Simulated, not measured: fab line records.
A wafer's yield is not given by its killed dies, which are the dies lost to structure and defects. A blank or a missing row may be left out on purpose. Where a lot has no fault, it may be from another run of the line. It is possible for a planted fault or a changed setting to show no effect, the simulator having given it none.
Chamber matching    flow nandHarc    NHARC_P_ZERO_WELL_DESCUM_54 on rieDiel-12: 4 sister chambers
The step chemistry O2, time 3 s. 4 wafers are shown with their chamber, then 8 later ones without.

WAFERS, EACH WITH ITS CHAMBER
wafer   chamber  showerheadPlenumPTorr (Torr)
L084.6  2        1.90
L085.4  3        1.98
L087.5  0        1.77
L090.2  1        2.05

WAFERS MISSING THEIR CHAMBER
wafer   showerheadPlenumPTorr (Torr)
L090.3  1.89
L090.5  1.97
L095.1  2.04
L095.3  1.76
L095.6  1.76
L097.1  1.89
L097.2  1.97
L097.4  1.76

THE CHAMBER EACH PASSED THROUGH
wafer   from the rows above  in truth
L090.3  2                    2
L090.5  3                    3
L095.1  1                    1
L095.3  0                    0
L095.6  0                    0
L097.1  2                    2
L097.2  3                    3
L097.4  0                    0
8 of 8 placed correctly. Number that these rows cannot place: 0. Wrongly placed: 0.
How it was worked out, from the rows above alone: a wafer's distance from a chamber is the root of the sum, over the readings, of the square of ((its reading less the chamber's mean) divided by the reading's scatter). If the next closest chamber is less than 2 further off than the closest, the wafer can't be placed; otherwise it belongs to the closest. The mean given for a chamber averages the wafers shown for that chamber. The scatter: root of mean squared gap, hidden wafer to nearest shown wafer, with one shown wafer a chamber.
